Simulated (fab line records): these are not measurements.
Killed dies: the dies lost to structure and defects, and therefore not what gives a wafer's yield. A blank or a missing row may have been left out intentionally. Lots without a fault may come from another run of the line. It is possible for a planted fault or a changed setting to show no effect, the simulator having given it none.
Problem report, 8D (eight disciplines) form, completed by code ; flow n5 finfet ; the parts of the form that need people (team, actions taken, sign-off) are left out

1. WHAT WENT WRONG
Mean of time to endpoint s at N5_GATE_CUT_CMP_02: 10.5 s across 2 wafers in 2 lots; on wafers with no fault it is 26.7 s (standard deviation 2.7). Relative to the usual mean, that is a shift of -6.0 standard deviations.
The step: polishes, stops on SiO2, t overpolish 12.7 s, target thk 0 nm.
Earliest sighting: wafer L604.5 on cmp-04 at day 6 06:28. Wafers with a number at this step in the record: 26, from 9 lots. The rule behind "out" and "out of limits": a value lying over 4 standard deviations away from the usual mean. Any other wafer with a number is counted as sound.

2. WHAT IT IS; WHAT IT IS NOT
question;is;is not
which readings at this step;time to endpoint s;motor current A
which lots;L604, L608;L597, L599, L600, L601, L617, L618, L619
which wafers of those lots;L604.5, L608.5;L604.1, L604.2, L608.3
read on which tools;cmp-01, cmp-04;cmp-03
when;from day 6 06:28;"up to then (14 sound wafers); but 10 sound wafers of L608, L617, L618, L619 came after"

3. SUSPECTS, AND WHAT RULES EACH OUT
Counting: if a tool at a process step up to the reading ran every lot that is out, it stays a suspect. Sound lots after the first of them don't rule it out here, since some wafers of a struck lot are sound.
- pecvd-04 at N5_GATE_CUT_PECVD_57 (deposits SiNx from SiH4/NH3/N2, target thk 21 nm): kept. Every lot that is out went through it, the first being L604 (day 6 06:23); the last sound lot it ran before that was L600 (day 5 04:38).
Left after counting: pecvd-04 at N5_GATE_CUT_PECVD_57.

4. THE CAUSE (what the simulator had put in)
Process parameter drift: pecvd-04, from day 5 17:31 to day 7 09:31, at N5_GATE_CUT_PECVD_57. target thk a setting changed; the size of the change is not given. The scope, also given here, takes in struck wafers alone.
Only this tool survived the counting.

5. THE EFFECT CHAIN, in route order
Rows list readings where the struck wafers' mean (over those with a number) sits beyond 3 standard deviations from the usual. Only readings whose record carries a usual standard deviation are examined. hours: median over the lots of the time between each lot's start at the first step of this table that gives one and its start at this step. sigmas: the change, counted in usual standard deviations.
hours;step;reading;usual;on struck wafers;change;sigmas
0;N5_GATE_CUT_CMP_02;time to endpoint s;26.7 s;10.5;-16.2;-6.0
It contains these process steps:
- N5_GATE_CUT_CMP_02: polishes, stops on SiO2, t overpolish 12.7 s, target thk 0 nm.
At these later measuring or inspecting steps, every struck wafer for which the step has a row has a number for every such reading, and none has moved that far: N5_BEOL_M4_RC_MEAS_101.

6. HOW IT WOULD HAVE BEEN CAUGHT EARLIER
First out-of-limits reading in this record: day 6 06:28, which is 13 hours after fault onset at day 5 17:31.
No tool reading at N5_GATE_CUT_PECVD_57 that has a usual standard deviation in the record was out on any struck wafer, so an alarm limit of 4 standard deviations on those readings would not have fired.
Among the 2 lots that are out, L608 began N5_GATE_CUT_PECVD_57 on pecvd-04 after day 6 06:28. Had the tool been put on hold then, it would have been spared.
